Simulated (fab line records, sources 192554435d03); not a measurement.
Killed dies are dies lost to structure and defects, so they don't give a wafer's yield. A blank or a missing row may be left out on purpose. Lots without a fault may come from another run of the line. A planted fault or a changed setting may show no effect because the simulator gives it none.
One fault seen from 2 desks | flow n5_finfet | each desk has only its own numbers; what lay behind them comes last

THE TOOL OWNER'S DESK: rie_diel-03
The tool's own readings at N5_BEOL_M8_TRENCH_ETCH_37 (etches SiCOH lowk in C4F6/O2, target depth 93.478 nm, time 31.2 s): means of the sampled wafers that have a number, for each lot that ran on this tool. A lot is out of limits, marked OUT, if its mean lies more than 4 standard deviations from the usual mean; the brackets give that distance.
Columns: A = drypump_motor_current_A at N5_BEOL_M8_TRENCH_ETCH_37, usual 5.5 A; B = oes_o_777_au at N5_BEOL_M8_TRENCH_ETCH_37, usual 0.81 a.u.; C = oes_product_au at N5_BEOL_M8_TRENCH_ETCH_37, usual 0.81 a.u.; D = rf_vpp_V at N5_BEOL_M8_TRENCH_ETCH_37, usual 670 V; E = showerhead_plenum_p_Torr at N5_BEOL_M8_TRENCH_ETCH_37, usual 2.86 Torr; F = throttle_valve_pct at N5_BEOL_M8_TRENCH_ETCH_37, usual 20.89 %
lot  | first seen here | A   | B    | C    | D   | E    | F
L627 | day 9 21:19     | 5.2 | 0.76 | 0.83 | 689 | 2.95 | 20.74
L637 | day 13 18:43    | 5.5 | 0.84 | 0.88 | 674 | 2.86 | 20.58
L638 | day 14 04:34    | 5.2 | 0.81 | 0.81 | 681 | 2.89 | 20.71
This desk's finding: nothing out of limits on any of the 3 lots.

THE METROLOGY DESK
What the gauges read, lot by lot, whatever tool the lot ran on: means of the sampled wafers that have a number. A lot is out of limits, marked OUT, if its mean lies more than 4 standard deviations from the usual mean; the brackets give that distance. Of its 32 readings 7 are shown: the one that was out of limits first, and those that lie furthest out on some lot.
Columns: A = trench_depth_nm at N5_BEOL_M8_OCD_MEAS_38, usual 94.2 nm; B = M8_THK at N5_BEOL_M8_THK_MEAS_53, usual 79.2 nm; C = M8_RS at N5_BEOL_M8_RS_MEAS_57, usual 0.285 ohm/sq; D = COMB_M6 at N5_BEOL_M15_RC_MEAS_101, usual 2.7e-11 S/m; E = SERP_M5 at N5_BEOL_M15_RC_MEAS_101, usual 39.8 ohm/um; F = SERP_M8 at N5_BEOL_M15_RC_MEAS_101, usual 13.8 ohm/um; G = SERP_M8_max_site at N5_BEOL_M15_RC_MEAS_101, usual 14.4 ohm/um
lot  | first seen here | A               | B    | C                | D       | E    | F    | G
L627 | day 9 21:28     | 92.8            | 78.2 | 0.290            | 3.7e-11 | 41.1 | 13.3 | 14.1
L637 | day 13 18:52    | 89.7            | 73.4 | 0.310            | 2.2e-11 | 40.6 | 14.5 | 15.2
L638 | day 14 04:43    | 85.9 (-4.6) OUT | 71.8 | 0.325 (+4.5) OUT | 2.8e-11 | 36.2 | 15.8 | 16.7
L641 | day 14 09:26    | 92.4            | 76.3 | 0.294            | 2.3e-11 | 38.4 | 14.3 | 14.9
This desk's finding: out of limits on L638; first on L638, day 14 04:43 (trench_depth_nm at N5_BEOL_M8_OCD_MEAS_38). In limits: L627, L637, L641.

PUT TOGETHER
The metrology desk could have raised an alarm at day 14 04:43, on L638.
The tool owner's desk saw nothing out of limits.
The tool owner's desk has L638 on record, within its limits.
Of the lots named, all ran N5_BEOL_M8_TRENCH_ETCH_37 on rie_diel-03.

WHAT THE SIMULATOR HAD PUT IN
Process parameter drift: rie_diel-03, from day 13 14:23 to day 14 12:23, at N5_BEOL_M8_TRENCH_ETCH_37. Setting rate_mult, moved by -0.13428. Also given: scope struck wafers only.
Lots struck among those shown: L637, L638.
Hours from the fault's start to each desk's first reading out of limits: the metrology desk, 14.
